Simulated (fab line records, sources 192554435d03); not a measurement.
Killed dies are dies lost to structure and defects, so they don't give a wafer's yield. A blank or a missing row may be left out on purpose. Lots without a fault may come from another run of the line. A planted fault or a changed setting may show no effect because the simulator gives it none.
Chamber matching | flow n5_finfet | N5_DUMMY_GATE_STRIP_40 on rie_diel-02: 4 sister chambers
The step strips in CF4. 16 wafers are shown with their chamber, then 8 later ones without.

WAFERS WITH THEIR CHAMBER
wafer  | chamber | drypump_motor_current_A (A) | showerhead_plenum_p_Torr (Torr) | throttle_valve_pct (%)
L076.1 | 2       | 4.9                         | 1.79                            | 13.45
L076.2 | 0       | 5.7                         | 1.82                            | 13.49
L076.5 | 3       | 5.9                         | 1.72                            | 13.60
L082.1 | 0       | 5.7                         | 1.81                            | 13.51
L082.3 | 3       | 5.9                         | 1.72                            | 13.64
L082.6 | 0       | 5.7                         | 1.81                            | 13.52
L083.2 | 1       | 6.2                         | 1.86                            | 13.62
L083.5 | 3       | 5.9                         | 1.72                            | 13.63
L083.6 | 0       | 5.7                         | 1.81                            | 13.55
L084.3 | 0       | 5.7                         | 1.81                            | 13.54
L084.5 | 0       | 5.7                         | 1.81                            | 13.53
L084.6 | 3       | 5.9                         | 1.72                            | 13.64
L085.1 | 3       | 5.9                         | 1.72                            | 13.65
L085.2 | 2       | 4.9                         | 1.78                            | 13.48
L085.5 | 2       | 4.9                         | 1.78                            | 13.48
L087.2 | 2       | 5.0                         | 1.78                            | 13.48

SIGNATURES (means of the wafers above)
reading                  | chamber 0 | chamber 1 | chamber 2 | chamber 3 | scatter within a chamber
drypump_motor_current_A  | 5.700     | 6.200     | 4.925     | 5.900     | 0.025
showerhead_plenum_p_Torr | 1.8117    | 1.8600    | 1.7825    | 1.7200    | 0.00363
throttle_valve_pct       | 13.5233   | 13.6200   | 13.4725   | 13.6320   | 0.0193
Rule: a wafer's distance from a chamber is the root of the sum, over the readings, of the square of ((its reading less the chamber's mean) divided by the reading's scatter). The wafer belongs to the nearest chamber; if the next one is less than 2 further off, it can't be placed. The scatter: the root of (the sum of the squares of (reading less its chamber's mean) over the shown wafers, divided by (wafers less chambers)).

WAFERS WITHOUT THEIR CHAMBER
wafer  | drypump_motor_current_A (A) | showerhead_plenum_p_Torr (Torr) | throttle_valve_pct (%)
L087.3 | 5.9                         | 1.71                            | 13.66
L087.4 | 5.7                         | 1.81                            | 13.55
L091.2 | 5.7                         | 1.81                            | 13.58
L091.4 | 5.9                         | 1.71                            | 13.66
L091.5 | 5.7                         | 1.81                            | 13.57
L096.2 | 4.9                         | 1.78                            | 13.54
L096.4 | 6.1                         | 1.86                            | 13.67
L096.6 | 4.9                         | 1.78                            | 13.54

WHICH CHAMBER EACH WENT THROUGH
wafer  | from the rows above | in truth
L087.3 | 3                   | 3
L087.4 | 0                   | 0
L091.2 | 0                   | 0
L091.4 | 3                   | 3
L091.5 | 0                   | 0
L096.2 | 2                   | 2
L096.4 | 1                   | 1
L096.6 | 2                   | 2
Placed correctly: 8 of 8. Can't be placed from these rows: 0. Placed wrongly: 0.
